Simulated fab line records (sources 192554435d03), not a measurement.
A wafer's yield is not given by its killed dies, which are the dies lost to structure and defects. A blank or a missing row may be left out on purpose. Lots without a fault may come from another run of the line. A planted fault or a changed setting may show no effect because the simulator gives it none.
fab line records	flow n5_finfet
[record] lots = 5	wafers = 15	last_day = 20
route steps=1938 shown HKMG_FIN@390 BEOL_M4@1111 PASSIVATION@1936
lots untouched by any fault: they come from a run of this same line in which no faults occurred
start_h: the number of hours between the record's first day and the start of the first shown wafer of the lot	wait_h: hours elapsed since this lot's preceding step	" the same as in the row above	L1.1+2: several wafers, shown together as one row	- no value, or no start was given	* or withheld: withheld	< > ~ a bound
route shown NAME@n: a module of which the file shows steps, and the number in the route of the first	usual: mean and standard deviation over wafers with no fault	same: alike in all rows	chamber/n: place in a boat	sites: per-site readings	_std_site: the values' standard deviation	_edge_site: mean of outer sites minus mean of inner sites	radius_mm: how far each site lies from the wafer's centre	mask NAME#n: copy n	behind: tool/chamber where the wafer was last shaped	hold: why the lot went on hold/how many hours it stayed there/how the hold came to an end	device: which transistor (n, p or np) failed to switch	end of line: the route-end tests of the same wafers	where a step has no rows: the recipe by itself	killed: at the first sort, the dies lost to defects and structure; wafer yield is something else	map: dies across one wafer; x = killed, . = not, _ = none there
set.NAME: the setting as run; set.NAME@STEP: as run at that earlier step	model.NAME: the simulator's own value behind a step, which no gauge read
a table for each step, a row for each wafer; lots at some steps of the route
services: from which hour (start_h, from the record's first day; less than 0 if before it) a tool's chamber was out of use, for how many hours, and why
[[steps]]
[step N5_HKMG_FIN_COAT_41]
[recipe] resist = SOC	temp_c = 250	time_s = 60	spin_rpm = 1500	resist_thk_nm = 300
[step N5_HKMG_FIN_COAT_42]
[recipe] resist = SiARC	temp_c = 220	time_s = 60	spin_rpm = 1500	resist_thk_nm = 35
[step N5_HKMG_FIN_COAT_43]
[recipe] resist = CAR-ArF	spin_rpm = 1500	resist_thk_nm = 90
[step N5_HKMG_FIN_EBR_45]
[recipe] solvent = PGMEA	ebr_width_mm = 1.5
[step N5_HKMG_FIN_SOFTBAKE_44]
[recipe] temp_c = 110	time_s = 60	resist = CAR-ArF
[step N5_HKMG_FIN_EXPOSE_46]
[recipe] mask_id = NDIPOLE	na = 1.35	source_shape = conventional	sigma_outer = 0.8	polarization = unpolarized	dose_mj = 40
[step N5_HKMG_FIN_PEB_47]
[recipe] peb_temp_c = withheld	peb_time_s = 60	resist = CAR-ArF
[step N5_HKMG_FIN_DEVELOP_48]
[recipe] develop_time_s = 30	developer = TMAH	resist = CAR-ArF	rinse_liquid = diw	dry = air_spin	dev_temp_c = 23
[step N5_HKMG_FIN_CD_MEAS_49]
[recipe] target_cd_nm = 202	landing_energy_ev = 500	detector = se_inlens	polarity = opening
[usual] cd_nm = 202.0/0.66
[same] landing_energy_ev = 500
lot.wafer	tool	chamber	start_h	wait_h	cd_nm
L704.1	cd_sem-01	0	78.38	-	201.3
L704.3	"	0	"	"	200.9
L704.4	"	0	"	"	202.2
L710.1	cd_sem-02	0	114.52	-	201.2
L710.2	"	0	"	"	200.6
L710.4	"	0	"	"	201.5
L720.1	cd_sem-02	0	174.52	-	202.4
L720.2	"	0	"	"	203.5
L720.4	"	0	"	"	202.6
L721.2	cd_sem-01	0	179.34	-	202.8
L721.4	"	0	"	"	201.5
L721.6	"	0	"	"	202.5
L724.1	cd_sem-02	0	201.98	-	202.0
L724.2	"	0	"	"	202.1
L724.4	"	0	"	"	201.8
[step N5_HKMG_FIN_OVL_MEAS_50]
[recipe] points_per_wafer = 44
[usual] NDIPOLE_OVL = 0.2/0.6
[same] points_per_wafer = 44
lot.wafer	tool	chamber	start_h	wait_h	NDIPOLE_OVL[nm]
L704.1	overlay-01	0	78.41	0.0	0.7
L704.3	"	0	"	"	0.2
L704.4	"	0	"	"	0.5
L710.1	overlay-02	0	114.55	0.0	0.5
L710.2	"	0	"	"	0.5
L710.4	"	0	"	"	-0.7
L720.1	overlay-01	0	174.55	0.0	0.8
L720.2	"	0	"	"	1.4
L720.4	"	0	"	"	0.5
L721.2	overlay-01	0	179.37	0.0	0.3
L721.4	"	0	"	"	-0.7
L721.6	"	0	"	"	-0.4
L724.1	overlay-01	0	202.01	0.0	-0.2
L724.2	"	0	"	"	-0.3
L724.4	"	0	"	"	-0.4
[step N5_HKMG_FIN_INSPECT_61]
[recipe] mode = adi	inspect_instrument = macro
[usual] raw_defect_count = 2.2/1.3
lot.wafer	tool	chamber	start_h	wait_h	raw_defect_count
L704.1	defect_inspect-01	-	78.43	0.0	3
L704.3	"	-	"	"	2
L704.4	"	-	"	"	1
L710.1	defect_inspect-01	-	114.58	0.0	3
L710.2	"	-	"	"	1
L710.4	"	-	"	"	3
L720.1	defect_inspect-02	-	174.57	0.0	2
L720.2	"	-	"	"	4
L720.4	"	-	"	"	1
L721.2	defect_inspect-02	-	179.39	0.0	3
L721.4	"	-	"	"	3
L721.6	"	-	"	"	2
L724.1	defect_inspect-02	-	202.04	0.0	2
L724.2	"	-	"	"	3
L724.4	"	-	"	"	1
[step N5_HKMG_FIN_DESCUM_53]
[recipe] chemistry = O2	time_s = 7.9	source_power_w = 50	bias_power_w = 20	pressure_mtorr = 20	rf_frequency_hz = 2.712e+07	temp_c = 40	resist = CAR-ArF	o2_flow_sccm = 225
[usual] drypump_motor_current_A = 5.7/0.44	oes_product_au = 0.82/0.09	rf_vpp_V = 243.1/1.2	showerhead_plenum_p_Torr = 2.09/0.052	throttle_valve_pct = 20.38/0.21
[same] time_s = 7.9
lot.wafer	tool	chamber	start_h	wait_h	drypump_motor_current_A	oes_product_au	rf_hours_counter_h	rf_vpp_V	showerhead_plenum_p_Torr	throttle_valve_pct
L704.1	rie_diel-05	2	78.47	0.0	6.1	0.68	228	245.0	2.15	20.35
L704.3	"	3	"	"	6.6	0.68	230	243.3	2.07	20.38
L704.4	"	0	"	"	5.7	0.73	-	242.6	2.08	20.45
L710.1	rie_diel-06	0	114.70	0.1	5.5	0.89	41	243.5	2.14	20.09
L710.2	"	2	"	"	4.6	0.86	64	243.6	2.14	20.68
L710.4	"	3	"	"	5.6	0.72	210	241.9	2.07	20.46
L720.1	rie_diel-06	0	174.61	0.0	5.5	0.85	65	242.5	2.13	20.12
L720.2	"	1	"	"	5.3	0.72	205	240.9	1.97	20.34
L720.4	"	3	"	"	5.6	0.70	233	244.2	2.06	20.52
L721.2	rie_diel-05	0	179.42	0.0	5.7	0.70	227	241.2	2.07	20.52
L721.4	"	1	"	"	5.8	0.69	214	240.8	2.00	20.75
L721.6	"	0	"	"	5.7	0.70	-	242.4	2.07	20.51
L724.1	rie_diel-01	1	202.25	0.2	6.0	0.81	85	243.4	2.12	20.21
L724.2	"	0	"	"	5.8	0.92	29	245.3	2.15	20.06
L724.4	"	3	"	"	6.0	0.78	115	243.9	2.08	20.55
[step N5_HKMG_FIN_ETCH_54]
[recipe] chemistry = CF4	target = SiARC	target_depth_a = 455	mask_material = CAR-ArF	time_s = 75.8	ion_energy_ev = 80	pressure_mtorr = 40	source_w = 545	bias_w = 36	Ar_flow_sccm = 100	cf4_flow_sccm = 100	ends = cleared
[usual] drypump_motor_current_A = 5.7/0.44	etch_rf_on_time_s = 75.8/2.1	oes_product_au = 0.69/0.075	rf_vpp_V = 184.0/0.92	showerhead_plenum_p_Torr = 2.14/0.05	throttle_valve_pct = 15.56/0.24
lot.wafer	tool	chamber	start_h	wait_h	drypump_motor_current_A	etch_rf_on_time_s	oes_product_au	rf_hours_counter_h	rf_vpp_V	showerhead_plenum_p_Torr	throttle_valve_pct
L704.1	rie_diel-05	2	78.50	0.0	6.1	76.4	0.58	228	184.5	2.20	15.60
L704.3	"	3	"	"	6.6	77.0	0.58	230	183.4	2.11	15.55
L704.4	"	0	"	"	5.6	75.0	0.64	-	184.6	2.13	15.68
L710.1	rie_diel-06	0	114.73	0.0	5.5	78.3	0.73	41	183.6	2.19	15.30
L710.2	"	2	"	"	4.6	75.9	0.72	64	184.1	2.17	15.70
L710.4	"	3	"	"	5.6	79.0	0.60	210	183.9	2.12	15.71
L720.1	rie_diel-06	0	174.64	0.0	5.5	175.9	0.54	65	252.8	2.18	15.32
L720.2	"	1	"	"	5.3	76.3	0.61	205	183.5	2.04	15.67
L720.4	"	3	"	"	5.6	79.6	0.59	233	183.6	2.11	15.72
L721.2	rie_diel-05	0	179.46	0.0	5.7	75.4	0.61	227	184.1	2.12	15.75
L721.4	"	1	"	"	5.8	75.5	0.59	214	182.2	2.04	15.88
L721.6	"	0	"	"	5.7	76.1	0.61	-	184.3	2.12	15.76
L724.1	rie_diel-01	1	202.29	0.0	6.0	76.7	0.69	85	183.3	2.15	15.39
L724.2	"	0	"	"	5.8	73.1	0.80	29	184.4	2.19	15.23
L724.4	"	3	"	"	6.0	75.7	0.66	115	182.8	2.16	15.96
[step N5_HKMG_FIN_ETCH_55]
[recipe] chemistry = N2/H2	target = SOC	target_depth_a = 2400	temp_c = 40	time_s = 300	ion_energy_ev = 200	mask_material = SiARC	pressure_mtorr = 30	source_w = 840	bias_w = 150	n2_flow_sccm = 200	h2_flow_sccm = 200
[usual] drypump_motor_current_A = 5.7/0.45	n2_flow_sccm = 200.0/0.6	oes_product_au = 0.81/0.088	rf_vpp_V = 523.8/1.9	showerhead_plenum_p_Torr = 2.54/0.055	throttle_valve_pct = 17.81/0.29
[same] time_s = 300
lot.wafer	tool	chamber	start_h	wait_h	drypump_motor_current_A	n2_flow_sccm	oes_product_au	rf_hours_counter_h	rf_vpp_V	showerhead_plenum_p_Torr	throttle_valve_pct
L704.1	rie_diel-05	2	78.56	0.0	6.1	200.0	0.68	228	526.1	2.60	17.70
L704.3	"	3	"	"	6.6	200.8	0.68	230	522.7	2.52	17.81
L704.4	"	0	"	"	5.7	200.2	0.73	-	524.8	2.54	18.04
L710.1	rie_diel-06	0	114.79	0.0	5.5	200.2	0.86	41	526.0	2.60	17.62
L710.2	"	2	"	"	4.6	200.2	0.85	64	525.1	2.58	18.00
L710.4	"	3	"	"	5.6	200.0	0.70	210	523.3	2.50	17.74
L720.1	rie_diel-06	0	174.70	0.0	5.5	201.2	0.83	65	524.4	2.59	17.67
L720.2	"	1	"	"	5.3	199.0	0.71	205	520.3	2.43	18.06
L720.4	"	3	"	"	5.6	199.8	0.69	233	522.0	2.49	17.78
L721.2	rie_diel-05	0	179.51	0.0	5.7	199.0	0.71	227	520.4	2.53	18.10
L721.4	"	1	"	"	5.8	199.2	0.70	214	519.9	2.41	18.07
L721.6	"	0	"	"	5.7	199.8	0.72	-	522.5	2.53	18.10
L724.1	rie_diel-01	1	202.34	0.0	6.0	199.8	0.81	85	525.0	2.54	17.45
L724.2	"	0	"	"	5.8	200.3	0.93	29	526.2	2.60	17.36
L724.4	"	3	"	"	6.0	200.6	0.78	115	524.8	2.57	18.12
[step N5_BEOL_M4_RC_MEAS_101]
[usual] DIBL_N = 36.3/1.7	DIBL_P = 36.5/2.1	IOFF_N = 0.16/0.03	IOFF_P = 0.22/0.035	ION_N = 675/11	ION_P = 465/7.1	SS_N = 71.5/0.62	SS_P = 73.3/0.64	VT_N = 250/3.1	VT_P = -249.1/3
lot.wafer	tool	chamber	start_h	wait_h	DIBL_N[mV/V]	DIBL_P[mV/V]	IOFF_N[nA/um]	IOFF_P[nA/um]	ION_N[uA/um]	ION_P[uA/um]	SS_N[mV/dec]	SS_P[mV/dec]	VT_N[mV]	VT_P[mV]
L704.1	prober-01	0	164.90	0.0	34.6	34.6	0.14	0.22	678	471	71.3	72.5	249	-246.7
L704.3	"	0	"	"	34.5	35.6	0.13	0.23	674	472	71.3	73.3	251	-246.9
L704.4	"	0	"	"	36.5	36.6	0.19	0.26	686	474	71.2	73.1	243	-244.5
L710.1	prober-02	0	201.74	0.0	36.5	34.6	0.15	0.21	683	466	72.1	72.5	251	-249.8
L710.2	"	0	"	"	36.5	35.3	0.15	0.21	673	467	72.0	73.9	250	-249.7
L710.4	"	0	"	"	37.1	35.7	0.17	0.24	672	469	72.1	73.0	248	-246.0
L720.1	prober-01	0	321.54	0.0	36.5	39.3	0.16	0.22	681	463	72.2	73.0	250	-251.0
L720.2	"	0	"	"	34.7	37.3	0.13	0.19	671	461	71.5	72.5	252	-250.1
L720.4	"	0	"	"	32.1	33.2	0.09	0.14	647	451	70.6	70.9	260	-257.1
L724.1	prober-01	0	327.19	0.0	38.0	38.1	0.19	0.23	695	465	71.6	73.8	245	-249.2
L724.2	"	0	"	"	38.3	36.0	0.18	0.19	660	452	72.7	71.6	250	-254.6
L724.4	"	0	"	"	39.9	39.1	0.21	0.24	680	461	71.8	74.6	246	-252.0
L721.2	prober-02	0	330.40	0.2	36.6	36.9	0.15	0.23	671	465	71.0	73.0	251	-247.6
L721.4	"	0	"	"	38.7	39.1	0.20	0.27	684	471	72.1	74.0	246	-245.4
L721.6	"	0	"	"	36.5	37.0	0.16	0.24	667	468	71.4	73.2	246	-245.6
[step N5_PASSIVATION_PROBE_49]
[usual] defect_limited_yield = 91.2/1.4	killed_at_M0_to_M3 = 36/10	killed_at_M4_up = 13/5.1	killed_at_contacts = 12/5.4	killed_at_front_end = 39/11	killed_at_other = 3.5/2.4	killed_dies = 104/17	killed_open = 67/13	killed_short = 36/8.3	sort_bin_5_function = 5.2/0.98	sort_bin_6_memory = 3.3/0.68	sort_n_pass = 1076/17	sort_yield_pct = 91.2/1.4
[same] gross_dies = 1180	killed_at_back_side = 0	sort_bin_4_leakage[%] = 0	sort_bin_8_speed[%] = 0
lot.wafer	tool	chamber	start_h	wait_h	defect_limited_yield[%]	killed_at_M0_to_M3	killed_at_M4_up	killed_at_contacts	killed_at_front_end	killed_at_other	killed_dies	killed_open	killed_short	sort_bin_5_function[%]	sort_bin_6_memory[%]	sort_n_pass	sort_yield_pct[%]
L704.1	prober-02	-	251.78	0.0	93.0	24	13	3	36	7	83	50	32	4.1	2.6	1097	93.0
L704.3	prober-02	-	251.88	0.1	93.5	28	13	5	26	5	77	49	28	3.8	2.2	1103	93.5
L704.4	prober-02	-	251.93	0.2	92.3	26	13	13	36	3	91	64	27	3.1	4.4	1089	92.3
L720.1	prober-01	-	448.83	0.0	92.0	35	18	10	28	3	94	59	35	5.3	2.5	1086	92.0
L720.2	prober-01	-	448.88	0.1	88.6	46	21	8	58	1	134	81	52	7.5	3.6	1046	88.6
L720.4	prober-01	-	448.98	0.2	91.3	25	14	8	53	3	103	65	37	5.5	3.0	1077	91.3
L724.1	prober-01	-	450.80	0.0	90.4	50	8	11	41	3	113	71	40	5.8	3.1	1067	90.4
L724.2	prober-01	-	450.85	0.1	91.8	44	8	4	39	2	97	68	21	4.2	3.2	1083	91.8
L724.4	prober-01	-	450.95	0.2	92.5	41	10	6	31	0	88	54	33	4.0	3.2	1092	92.5
// killed by level:class
L704.1 STI_FIN_REVEAL:geometric_particle:open=9 BEOL_M4:geometric_particle:open=9 BEOL_M0_SAQP:geometric_particle:short=8 BEOL_M3:geometric_particle:open=6 STARTING-WAFER:geometric_particle:short=6 FIN_SAQP:geometric_particle:open=4 STI_FIN_REVEAL:geometric_particle:short=4 BEOL_M0_SAQP:geometric_particle:open=4
L704.3 BEOL_M0_SAQP:geometric_particle:open=7 BEOL_M4:geometric_particle:open=7 BEOL_M3:geometric_particle:open=6 STI_FIN_REVEAL:geometric_particle:open=5 BEOL_M0_SAQP:geometric_particle:short=5 FIN_SAQP:geometric_particle:open=4 FIN_SAQP:geometric_particle:short=4 STI_FIN_REVEAL:geometric_particle:short=3
L704.4 MOL_CONTACT_COAG:geometric_particle:open=11 STI_FIN_REVEAL:geometric_particle:open=10 FIN_SAQP:geometric_particle:short=7 BEOL_M3:geometric_particle:open=7 BEOL_M6:geometric_particle:open=7 FIN_SAQP:geometric_particle:open=6 DUMMY_GATE:geometric_particle:open=5 BEOL_M0_SAQP:geometric_particle:short=5
L720.1 MOL_CONTACT_COAG:geometric_particle:open=9 BEOL_M0_SAQP:geometric_particle:open=9 BEOL_M0_SAQP:geometric_particle:short=9 FIN_SAQP:geometric_particle:short=7 BEOL_M1:geometric_particle:open=7 BEOL_M4:geometric_particle:open=7 BEOL_M2:geometric_particle:open=6 FIN_SAQP:geometric_particle:open=5
L720.2 STI_FIN_REVEAL:geometric_particle:open=16 BEOL_M0_SAQP:geometric_particle:short=12 FIN_SAQP:geometric_particle:short=10 BEOL_M0_SAQP:geometric_particle:open=10 BEOL_M2:geometric_particle:open=10 BEOL_M4:geometric_particle:open=9 FIN_SAQP:geometric_particle:open=8 GATE_CUT:geometric_particle:short=7
L720.4 STI_FIN_REVEAL:geometric_particle:open=14 GATE_CUT:geometric_particle:short=9 BEOL_M0_SAQP:geometric_particle:open=9 BEOL_M4:geometric_particle:open=8 FIN_SAQP:geometric_particle:open=7 BEOL_M0_SAQP:geometric_particle:short=7 FIN_SAQP:geometric_particle:short=6 MOL_CONTACT_COAG:geometric_particle:open=6
L724.1 FIN_SAQP:geometric_particle:open=13 BEOL_M2:geometric_particle:open=12 BEOL_M0_SAQP:geometric_particle:short=10 BEOL_M0_SAQP:geometric_particle:open=9 FIN_SAQP:geometric_particle:short=8 MOL_CONTACT_COAG:geometric_particle:open=8 BEOL_M1:geometric_particle:open=6 BEOL_M3:geometric_particle:short=5
L724.2 BEOL_M0_SAQP:geometric_particle:short=12 BEOL_M1:geometric_particle:open=11 HKMG_FIN:area_etch=8 DUMMY_GATE:geometric_particle:open=7 BEOL_M0_SAQP:geometric_particle:open=7 BEOL_M2:geometric_particle:open=7 FIN_SAQP:geometric_particle:open=6 STI_FIN_REVEAL:geometric_particle:open=5
L724.4 BEOL_M1:geometric_particle:open=11 BEOL_M0_SAQP:geometric_particle:short=6 BEOL_M2:geometric_particle:open=6 FIN_SAQP:geometric_particle:open=5 STI_FIN_REVEAL:geometric_particle:open=5 BEOL_M0_SAQP:geometric_particle:open=5 BEOL_M3:geometric_particle:open=5 BEOL_M4:geometric_particle:open=5
[[services]]
tool	chamber	start_h	hours	kind
rie_diel-05	0	65.41	2.3	repair
rie_diel-05	2	83.44	2.5	repair
rie_diel-01	0	100.97	-	clean
rie_diel-01	0	100.97	-	consumable_replace:focus_ring
rie_diel-01	0	100.97	22.1	scheduled_down
rie_diel-01	0	100.97	22.1	vent_cycle
rie_diel-05	-	106.30	2.8	pm
rie_diel-06	1	121.89	3.9	repair
rie_diel-05	3	134.17	-	clean
rie_diel-05	3	134.17	-	consumable_replace:focus_ring
rie_diel-05	3	134.17	13.7	scheduled_down
rie_diel-05	3	134.17	13.7	vent_cycle
rie_diel-05	2	147.93	-	clean
rie_diel-05	2	147.93	-	consumable_replace:focus_ring
rie_diel-05	2	147.93	15.4	scheduled_down
rie_diel-05	2	147.93	15.4	vent_cycle
rie_diel-06	1	168.38	3.6	repair
[[key]]
[first_sign] step = N5_HKMG_FIN_ETCH_54	reading = rf_vpp_V	direction = up	sigmas = 75	usual = 184.0	struck = 252.8
[effect] step = N5_HKMG_FIN_ETCH_54	reading = etch_rf_on_time_s	direction = up	sigmas = 47	usual = *	struck = *
met_at N5_HKMG_FIN_ETCH_54
struck_wafers L720.1
onset_between 114.73 174.64
[fault] kind = process_parameter_drift	tool = rie_diel-06	chamber = 0	onset_h = 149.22	steps = N5_HKMG_FIN_ETCH_54	channel = source_w	offset = -327	shape = step	end_h = 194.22	acts_in = these_recipes_only	stated = 545
